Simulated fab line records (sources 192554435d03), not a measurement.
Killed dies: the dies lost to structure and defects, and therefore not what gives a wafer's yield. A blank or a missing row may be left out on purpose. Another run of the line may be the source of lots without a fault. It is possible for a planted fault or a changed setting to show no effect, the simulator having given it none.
Matching of chambers / flow n5Finfet / N5_HKMG_FIN_ALD_71 on aldMetal-02: 4 sister chambers
The step deposits TiN, target thk 1 nm, pulse time 1 s, purge time 3 s. 8 wafers are shown with their chamber, then 7 later ones without.

WAFERS PAIRED WITH THEIR CHAMBERS
wafer=L078.5; chamber=2; heaterPowerW (W)=869; precursorPulseHeightRel=1.005
wafer=L079.1; chamber=2; heaterPowerW (W)=870; precursorPulseHeightRel=0.991
wafer=L081.1; chamber=1; heaterPowerW (W)=982; precursorPulseHeightRel=1.027
wafer=L081.3; chamber=0; heaterPowerW (W)=854; precursorPulseHeightRel=1.011
wafer=L086.2; chamber=0; heaterPowerW (W)=840; precursorPulseHeightRel=0.996
wafer=L086.4; chamber=1; heaterPowerW (W)=1013; precursorPulseHeightRel=0.999
wafer=L092.4; chamber=3; heaterPowerW (W)=914; precursorPulseHeightRel=0.998
wafer=L092.5; chamber=3; heaterPowerW (W)=940; precursorPulseHeightRel=1.038

WAFERS WITH NO CHAMBER GIVEN
wafer=L092.6; heaterPowerW (W)=860; precursorPulseHeightRel=0.933
wafer=L095.1; heaterPowerW (W)=918; precursorPulseHeightRel=1.043
wafer=L095.3; heaterPowerW (W)=877; precursorPulseHeightRel=1.012
wafer=L095.5; heaterPowerW (W)=872; precursorPulseHeightRel=1.006
wafer=L096.1; heaterPowerW (W)=846; precursorPulseHeightRel=1.012
wafer=L096.5; heaterPowerW (W)=852; precursorPulseHeightRel=0.963
wafer=L096.6; heaterPowerW (W)=1000; precursorPulseHeightRel=1.009

WHICH CHAMBER EACH WENT THROUGH
wafer=L092.6; from the rows above=can't be placed: 2 or 0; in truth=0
wafer=L095.1; from the rows above=3; in truth=3
wafer=L095.3; from the rows above=can't be placed: 2 or 0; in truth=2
wafer=L095.5; from the rows above=can't be placed: 2 or 0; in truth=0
wafer=L096.1; from the rows above=can't be placed: 0 or 2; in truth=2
wafer=L096.5; from the rows above=can't be placed: 0 or 2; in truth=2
wafer=L096.6; from the rows above=1; in truth=1
Correct placement for 2 of the 7. Not placeable from these rows: 5 (in 5, the candidates include the true chamber). Placed wrongly: 0.
How it was worked out, from the rows above alone: a wafer's distance from a chamber is the root of the sum, over the readings, of the square of ((its reading less the chamber's mean) divided by the reading's scatter). The wafer belongs to the nearest chamber; if the next one is less than 2 further off, it can't be placed. For every chamber, the mean is computed from those of its wafers that are shown. The scatter is the square root of a quotient: the sum, over the shown wafers, of each reading's squared deviation from its chamber's mean, divided by wafers minus chambers.
